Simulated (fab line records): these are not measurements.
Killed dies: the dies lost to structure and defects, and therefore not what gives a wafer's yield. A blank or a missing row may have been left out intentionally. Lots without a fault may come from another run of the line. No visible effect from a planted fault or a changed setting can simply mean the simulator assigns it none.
Struck lot and sound lot, side by side	flow n5_finfet	15 steps out of a route of 1938
Sound: these wafers, L215.1, L215.2, L215.6. Struck: wafer L207.6. (L207.2, L207.4 of the same lot were not struck and are left out.) The cause comes at the end.
Per side, at each step with rows, come the tool, then ch with its chambers, and then its first start. Under that, the readings that differ: sound wafers	struck wafers	difference of the means	sigmas: that difference in standard deviations of wafers without a fault.
alike: words and numbers the same on both sides, and readings whose means are apart by under 2 such deviations; not compared: readings that were withheld, readings missing a value for some wafer, numbers with overlapping values and no deviation given by the record, and bounds like >300 which may hide the same value.
A row with sigmas, a row that says differs or no value, or rows on one side alone: a step with any of these is where the two part. Numbers that don't overlap but have no deviation are shown without sigmas and don't part them. A reading missing from all wafers of one side parts the sides only when that side holds two or more wafers.

first, 9 steps without rows for these wafers: N5_MOL_CONTACT_COAG_DEVELOP_83 (develop time 30 s); N5_MOL_CONTACT_COAG_DESCUM_88 (chemistry O2, time 7 s); N5_MOL_CONTACT_COAG_ETCH_89 (etches underlayer in N2/H2, target depth 13 nm, time 10.4 s); N5_MOL_CONTACT_COAG_ETCH_90 (etches SiARC in CF4, target depth 13 nm, time 21.7 s); N5_MOL_CONTACT_COAG_ALD_131 (deposits SiO2, target thk 5 nm, pulse time 1 s, co reactant pulse time 1 s); N5_MOL_CONTACT_COAG_ETCHBACK_132 (etches SiO2 in CHF3, target depth 10 nm, time 6.7 s); N5_MOL_CONTACT_COAG_ETCH_91 (etches SOC in N2/H2, target depth 60 nm, overetch 21 nm, time 101.2 s); N5_MOL_CONTACT_COAG_STRIP_92 (strips in N2/H2); N5_MOL_CONTACT_COAG_STRIP_93 (strips in N2/H2).
N5_MOL_CONTACT_COAG_ETCHBACK_135: etches SiO2 in CHF3, target depth 25 nm, time 16.7 s.
  sound on rie_diel-06 ch 0,1, day 11 00:25; struck on rie_diel-02 ch 1, day 8 22:04
reading	sound	struck	difference	sigmas
oes_f_703_au (a.u.)	0.95 0.83 0.95	0.71	-0.20	-2
model.SOC_of_MOL_CONTACT_COAG_COAT_75.thk_nm (nm)	57.2 57.2 57.2	56.4	-0.8	
  alike: drypump_motor_current_A, mfc_ar_sccm, oes_product_au, rf_vpp_V, showerhead_plenum_p_Torr, throttle_valve_pct
  not compared: rf_hours_counter_h
then, 1 step without rows for these wafers: N5_MOL_CONTACT_COAG_STRIP_118 (strips in CHF3).
N5_MOL_CONTACT_COAG_VIA_ETCH_46: etches SiO2 in C4F6/O2, target depth 46 nm, overetch 9.2 nm, time 40 s.
  sound on rie_diel-06 ch 0,1, day 11 00:28; struck on rie_diel-02 ch 1, day 8 22:06
reading	sound	struck	difference	sigmas
oes_f_703_au (a.u.)	0.94 0.82 0.94	0.70	-0.20	-2
oes_product_au (a.u.)	0.80 0.76 0.81	0.65	-0.14	-2
model.SOC_of_MOL_CONTACT_COAG_COAT_75.thk_nm (nm)	50.6 50.6 50.8	49.8	-0.9	
  alike: drypump_motor_current_A, mfc_ar_sccm, rf_vpp_V, showerhead_plenum_p_Torr, throttle_valve_pct
  not compared: rf_hours_counter_h
then, 1 step without rows for these wafers: N5_MOL_CONTACT_COAG_STRIP_96 (strips in N2/H2).
-- a jump in the record: the struck wafers' starts before and after are 3 days apart (it breaks off in module MOL_CONTACT_COAG and resumes in module BEOL_M4, where the first step shown is number 1111 of the route) --
N5_BEOL_M4_RC_MEAS_101:
  sound on prober-02 ch 0, day 13 13:27; struck on prober-01 ch 0, day 11 22:28
reading	sound	struck	difference	sigmas
DIBL_N (mV/V)	37.2 34.1 37.6	43.3	+7.0	+3
DIBL_P (mV/V)	36.9 32.9 36.2	43.2	+7.9	+3
IOFF_N (nA/um)	0.20 0.12 0.18	0.35	+0.18	+4
IOFF_P (nA/um)	0.31 0.21 0.26	0.41	+0.15	+3
ION_N (uA/um)	704 657 673	720	+42	+3
SS_N (mV/dec)	71.1 71.4 72.6	73.3	+1.6	+3
SS_P (mV/dec)	73.8 73.2 73.4	75.6	+2.1	+3
VT_N (mV)	247 256 249	239	-12	-3
  alike: ION_P, VT_P
-- here the record skips 5 days between the struck wafers' starts before and after, leaving off in module BEOL_M4 and picking up in module PASSIVATION (first step shown: number 1936 of the route) --
N5_PASSIVATION_PROBE_49:
  sound on prober-01, day 17 20:56; struck on prober-02, day 16 16:49
reading	sound	struck	difference	sigmas
defect_limited_yield (%)	89.7 89.5 89.0	92.8	+3.4	+2
killed_at_M0_to_M3	42 44 46	18	-26	-3
killed_at_other	1 0 1	6	+5	+2
killed_dies	121 124 130	85	-40	-2
killed_short	48 41 50	30	-16	-2
sort_bin_4_leakage (%)	0 0 0	1.78	+1.78	+12
sort_bin_5_function (%)	6.6 6.8 6.4	3.7	-2.9	-3
  alike: killed_at_M4_up, killed_at_contacts, killed_at_front_end, killed_open, sort_bin_6_memory, sort_n_pass, sort_yield_pct

## WHERE THEY PART
Last at N5_PASSIVATION_PROBE_49 as far as this record goes, first at N5_MOL_CONTACT_COAG_ETCHBACK_135.

WHY: what had been put in by the simulator
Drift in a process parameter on rie_diel-02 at N5_MOL_CONTACT_COAG_ETCHBACK_135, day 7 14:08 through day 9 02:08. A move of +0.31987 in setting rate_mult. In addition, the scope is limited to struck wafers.
